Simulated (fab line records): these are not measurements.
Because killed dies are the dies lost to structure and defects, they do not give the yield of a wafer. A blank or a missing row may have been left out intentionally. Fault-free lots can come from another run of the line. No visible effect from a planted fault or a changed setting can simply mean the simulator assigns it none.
Problem report, 8D (eight disciplines) form, completed by code | flow nandHarc | the parts of the form that need people (team, actions taken, sign-off) are left out

## 1. WHAT WENT WRONG
Wafers without a fault read 131.4 s, standard deviation 0.47; runLengthS at NHARC_A_BONDPAD_ETCH_12 reads a mean of 126.4 s on 6 wafers belonging to 2 lots. That is -11 standard deviations from the usual mean.
The step: etches the open film in CHF3/O2, target depth 220 nm, time 110 s.
The first sign was on wafer L678.3 at day 22 08:58, on rieDiel-09. The record has a number at this step for 33 wafers belonging to 11 lots. The rule behind "out" and "out of limits": a value lying over 4 standard deviations away from the usual mean. The rest of the wafers with a number are treated as sound.

## 2. WHAT THIS IS AND IS NOT
question                    | is                     | is not
which readings at this step | runLengthS             | drypumpMotorCurrentA, oesProductAu, rfVppV, showerheadPlenumPTorr, throttleValvePct
which lots                  | L678, L686             | L665, L666, L667, L671, L673, L675, L676, L679, L680
which wafers of those lots  | all that have a number | -
read on which tools         | rieDiel-09             | rieDiel-03, rieDiel-04
when                        | from day 22 08:58      | up to then (24 sound wafers); but 3 sound wafers of L680 came after

## 3. SUSPECTS, AND WHAT RULES EACH OUT
Counting: any tool at a process step up to the reading is kept as a suspect provided that every lot that is out went through it and no sound lot did after the first of them.
- rieDiel-09 at NHARC_A_BONDPAD_ETCH_34 (etches the open film in N2/H2, target depth 60 nm, overetch 18 nm, time 65.91 s): kept. All lots that are out passed through it, beginning with L678 at day 22 08:52, and no sound lot followed; its final sound lot before that point was L676 at day 20 23:58.
- rieDiel-09 at NHARC_A_BONDPAD_ETCH_12 (etches the open film in CHF3/O2, target depth 220 nm, time 110 s): kept. All lots that are out passed through it, beginning with L678 at day 22 08:58, and no sound lot followed; its final sound lot before that point was L676 at day 21 00:04. On those wafers its own readings are out: runLengthS.
Remaining after the count are rieDiel-09 at NHARC_A_BONDPAD_ETCH_34 and rieDiel-09 at NHARC_A_BONDPAD_ETCH_12.

## 4. THE CAUSE (what the simulator had put in)
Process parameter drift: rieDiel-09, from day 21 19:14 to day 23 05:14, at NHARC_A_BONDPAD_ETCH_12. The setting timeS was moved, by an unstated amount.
Counting leaves 2 suspects; this tool is one of them.

## 5. SEQUENCE OF EFFECTS, ordered by route
One row per reading whose mean, taken over the struck wafers that have a number, lies over 3 standard deviations from the usual. Only readings for which the record gives a usual standard deviation are gone through. hours: the time from each lot's start at the first step in this table that gives one to its start at this step, as a median over the lots. sigmas: the change in usual standard deviations.
hours | step                    | reading    | usual   | on struck wafers | change | sigmas
0     | NHARC_A_BONDPAD_ETCH_12 | runLengthS | 131.4 s | 126.4            | -5.0   | -11
Its process steps:
- NHARC_A_BONDPAD_ETCH_12: etches the open film in CHF3/O2, target depth 220 nm, time 110 s.
Later steps that measure or inspect, where all struck wafers having a row at the step show a number for every such reading and not one has moved that far: NHARC_END_SORT_01.

## 6. HOW IT WOULD HAVE BEEN CAUGHT EARLIER
In this record no reading fell out of limits until day 22 08:58, 14 hours after the fault had begun at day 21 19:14.
